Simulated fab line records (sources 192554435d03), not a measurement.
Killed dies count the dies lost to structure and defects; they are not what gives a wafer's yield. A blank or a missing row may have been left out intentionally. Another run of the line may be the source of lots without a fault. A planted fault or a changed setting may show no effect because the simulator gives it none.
Split-lot experiment    flow n5Finfet    21 wafers read from 7 lots, route of 1938 steps

== THE SPLIT ==
At N5_BEOL_M15_ETCH_59 (etches BARC in N2/H2, target depth 89 nm, overetch 26.7 nm, time 67.9 s), the setting timeS was moved away from the recipe's 67.9 s on 8 of the 21 wafers read, by -21.7% to +15.6%. All remaining wafers had this setting at the recipe value.

The reading comes from the split's own step.

== THE READING ==
coat_of_BEOL_M15_COAT_04.thkNm (the simulator's own value, which no gauge read), in nm, at N5_BEOL_M15_ETCH_59 (etches BARC in N2/H2, target depth 89 nm, overetch 26.7 nm, time 67.9 s). The file gives no usual value for it. Across the 13 wafers here that went through the recipe, the average is 718.0 nm and the standard deviation 3 nm.

wafer   tool, chamber at the split  timeS as run, s  against the recipe  coat_of_BEOL_M15_COAT_04.thkNm, nm  against lot-mates on the recipe
L074.2  rieDiel-04, 1               62.3             -8.2%               722.4                               +5.8
L074.3  rieDiel-04, 2               62.3             -8.2%               721.2                               +4.6
L074.5  rieDiel-04, 0               67.9             recipe              716.6                               -
L080.2  rieDiel-02, 3               67.9             recipe              725.2                               -
L080.5  rieDiel-02, 0               67.9             recipe              716.8                               -
L080.6  rieDiel-02, 2               67.9             recipe              716                                 -
L084.1  rieDiel-02, 2               55.64            -18.1%              732.2                               +12.8
L084.2  rieDiel-02, 0               55.64            -18.1%              728.8                               +9.4
L084.3  rieDiel-02, 1               67.9             recipe              719.4                               -
L082.1  rieDiel-06, 3               67.9             recipe              717.6                               -
L082.2  rieDiel-06, 2               67.9             recipe              713                                 -
L082.5  rieDiel-06, 3               67.9             recipe              717                                 -
L087.1  rieDiel-06, 1               62.75            -7.6%               725.4                               +4.6
L087.3  rieDiel-06, 3               67.9             recipe              721.2                               -
L087.6  rieDiel-06, 3               67.9             recipe              720.4                               -
L089.1  rieDiel-06, 3               78.47            +15.6%              710.2                               -9.2
L089.4  rieDiel-06, 0               78.47            +15.6%              710.4                               -9.0
L089.6  rieDiel-06, 2               67.9             recipe              719.4                               -
L092.1  rieDiel-02, 2               67.9             recipe              716.6                               -
L092.2  rieDiel-02, 1               67.9             recipe              714.8                               -
L092.4  rieDiel-02, 1               53.19            -21.7%              730.2                               +14.5

FIT RESULTS
A straight line over all 21 wafers: coat_of_BEOL_M15_COAT_04.thkNm changes by -0.588 nm for each +1% of timeS; r = -0.89; the points scatter about the line by 2.8 nm.
The same after taking each lot's own level away (the mean of its wafers on the recipe; 21 wafers): -0.619 nm for each +1%; r = -0.95; scatter 2 nm.
Per that fit: largest timeS move, reading shift of 13 nm.
The span of the lots' own levels, 715.70 to 720.80 nm, comes to 1.7 times the standard deviation stated above.
The two slopes are in agreement: the lot-to-lot level therefore moves the slope only a little.
Check: with one of the wafers moved furthest among these (-21.7%) left out of the fit, the line predicts +13.1 nm for it against its lot-mates. It came out at +14.5 nm against them.

== OTHER SPLITS ON THESE WAFERS ==
Before the reading, these wafers also passed through other splits. Each is held against what the fit with the lots' levels taken away leaves over:
other split on the same wafers  wafers away from the commonest value  r with coat_of_BEOL_M15_COAT_04.thkNm (lot level and that fit taken away)
N5_BEOL_M8_ALD_77 purgeTimeS    9                                     -0.16
N5_BEOL_M9_COAT_64 spinRpm      6                                     -0.10
N5_BEOL_M9_COAT_22 spinRpm      7                                     -0.07
N5_BEOL_M13_ETCH_59 biasW       4                                     +0.07
N5_BEOL_M13_COAT_65 spinRpm     6                                     -0.09
N5_BEOL_M13_SPUTTER_43 timeS    8                                     +0.01

== THE FILE'S OWN FIT ==
coat_of_BEOL_M15_COAT_04.thkNm changes by -0.631 nm for each +1% of timeS, r = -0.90.
